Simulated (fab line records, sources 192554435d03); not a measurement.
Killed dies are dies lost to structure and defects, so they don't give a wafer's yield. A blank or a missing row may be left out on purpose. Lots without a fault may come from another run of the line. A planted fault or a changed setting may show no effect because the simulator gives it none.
Chamber matching | flow n5_finfet | N5_BEOL_M12_CMP_49 on cmp-01: 4 sister chambers
The step polishes, stops on SiOC, t overpolish 20.6 s, target thk 320 nm. 4 wafers are shown with their chamber, then 8 later ones without.

WAFERS WITH THEIR CHAMBER
wafer  | chamber | motor_current_A (A)
L079.3 | 3       | 5.2
L079.4 | 2       | 5.8
L088.5 | 0       | 5.7
L087.1 | 1       | 6.6

WAFERS WITHOUT THEIR CHAMBER
wafer  | motor_current_A (A)
L087.5 | 5.7
L087.6 | 6.5
L091.3 | 6.8
L091.4 | 5.6
L091.5 | 5.2
L096.1 | 5.6
L096.2 | 4.8
L096.3 | 7.1

WHICH CHAMBER EACH WENT THROUGH
wafer  | from the rows above          | in truth
L087.5 | can't be placed: 0 or 2      | 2
L087.6 | 1                            | 1
L091.3 | 1                            | 1
L091.4 | can't be placed: 0 or 2 or 3 | 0
L091.5 | 3                            | 3
L096.1 | can't be placed: 0 or 2 or 3 | 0
L096.2 | 3                            | 3
L096.3 | 1                            | 1
Placed correctly: 5 of 8. Can't be placed from these rows: 3 (the true chamber is among the candidates in 3). Placed wrongly: 0.
How it was worked out, from the rows above alone: a wafer's distance from a chamber is the root of the sum, over the readings, of the square of ((its reading less the chamber's mean) divided by the reading's scatter). The wafer belongs to the nearest chamber; if the next one is less than 2 further off, it can't be placed. A chamber's mean is the mean of its shown wafers. The scatter: with one shown wafer a chamber, the root of the mean of the squares of how far each hidden wafer lies from its nearest shown one.
